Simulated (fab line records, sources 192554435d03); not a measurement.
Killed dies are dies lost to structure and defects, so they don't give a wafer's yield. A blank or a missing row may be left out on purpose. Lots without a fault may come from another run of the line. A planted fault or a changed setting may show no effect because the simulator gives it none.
Problem report in the 8D (eight disciplines) form, filled by code | flow n5_finfet | the parts of the form that need people (team, actions taken, sign-off) are left out

1. THE PROBLEM
killed_at_M4_up at N5_PASSIVATION_PROBE_49 reads a mean of 121 on 2 wafers of 2 lots; wafers without a fault read 13 with a standard deviation of 5.3. That is +20 standard deviations from the usual mean.
First seen on wafer L613.6, day 14 18:06, on prober-02. The record holds 20 wafers of 7 lots with a number at this step. Rule for "out", or "out of limits": more than 4 standard deviations from the usual mean. The other wafers with a number count as sound.

2. WHAT IT IS AND WHAT IT IS NOT
question                    | is                                                                                                   | is not
which readings at this step | killed_at_M4_up, defect_limited_yield, killed_dies, sort_bin_5_function, sort_n_pass, sort_yield_pct | killed_at_M0_to_M3, killed_at_contacts, killed_at_front_end, killed_at_other, killed_open, killed_short, sort_bin_6_memory, sort_bin_8_speed
which lots                  | L613, L614                                                                                           | L610, L616, L617, L619, L624
which wafers of those lots  | L613.6, L614.2                                                                                       | L613.2, L613.4, L614.1, L614.4
read on which tools         | prober-02                                                                                            | prober-01
when                        | from day 14 18:06                                                                                    | up to then (5 sound wafers); but 13 sound wafers of L614, L616, L617, L619, L624 came after

3. SUSPECTS, AND WHAT RULES EACH OUT
Counting: a tool at a process step up to the reading stays a suspect if it ran every lot that is out. Sound lots after the first of them don't rule it out here, since some wafers of a struck lot are sound.
- pvd_sputter-02 at N5_BEOL_M13_SPUTTER_43 (material TaN, target thk 15 nm, time 24.19 s): kept. It ran every lot that is out, first L613 (day 13 12:12).
- rie_diel-02 at N5_PASSIVATION_DESCUM_46 (chemistry O2, time 7.9 s): kept. It ran every lot that is out, first L613 (day 14 14:48).
- prober-02 at N5_PASSIVATION_PROBE_49: kept. It ran every lot that is out, first L613 (day 14 17:54); its last sound lot up to then is L610 (day 13 21:53). Its own readings are out on those wafers: defect_limited_yield, killed_at_M4_up, killed_dies, sort_bin_5_function, sort_n_pass, sort_yield_pct.
- Within rie_diel-02 at N5_PASSIVATION_DESCUM_46: the wafers that are out ran in chamber 1; their sound lot-mates ran in chambers 0, 2.
Left after counting: pvd_sputter-02 at N5_BEOL_M13_SPUTTER_43, rie_diel-02 at N5_PASSIVATION_DESCUM_46, prober-02 at N5_PASSIVATION_PROBE_49.

4. THE CAUSE (what the simulator had put in)
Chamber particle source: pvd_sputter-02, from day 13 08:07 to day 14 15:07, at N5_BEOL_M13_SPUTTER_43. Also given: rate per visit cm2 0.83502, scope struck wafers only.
Counting left 3 suspects, and this tool is among them.

5. THE CHAIN OF EFFECTS, in route order
Each row: a reading whose mean over the struck wafers that have a number lies more than 3 standard deviations from the usual. Only readings for which the record gives a usual standard deviation are gone through. hours: the time from each lot's start at the first step in this table that gives one to its start at this step, as a median over the lots. sigmas: the change in usual standard deviations.
hours | step                    | reading              | usual  | on struck wafers | change | sigmas
0     | N5_PASSIVATION_PROBE_49 | defect_limited_yield | 91.7 % | 83.7             | -8.0   | -5.4
0     | N5_PASSIVATION_PROBE_49 | killed_at_M4_up      | 13     | 121              | +108   | +20
0     | N5_PASSIVATION_PROBE_49 | killed_dies          | 98     | 192              | +94    | +5.6
0     | N5_PASSIVATION_PROBE_49 | sort_bin_5_function  | 4.9 %  | 10.2             | +5.3   | +5.7
0     | N5_PASSIVATION_PROBE_49 | sort_n_pass          | 1082   | 988              | -94    | -5.6
0     | N5_PASSIVATION_PROBE_49 | sort_yield_pct       | 91.7 % | 83.7             | -8.0   | -5.8
The process steps in it:
- N5_PASSIVATION_PROBE_49

6. WHAT WOULD HAVE CAUGHT IT SOONER
In this record the first reading out of limits was taken at day 14 18:06, 34 hours after the fault began at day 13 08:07.
Of the tool readings at N5_BEOL_M13_SPUTTER_43 for which the record gives a usual standard deviation, none was out on any struck wafer, so an alarm limit of 4 standard deviations on them would not have fired.
All the lots that are out (2) had begun N5_BEOL_M13_SPUTTER_43 on pvd_sputter-02 by day 14 18:06. A hold on the tool at that time would have spared none of them.
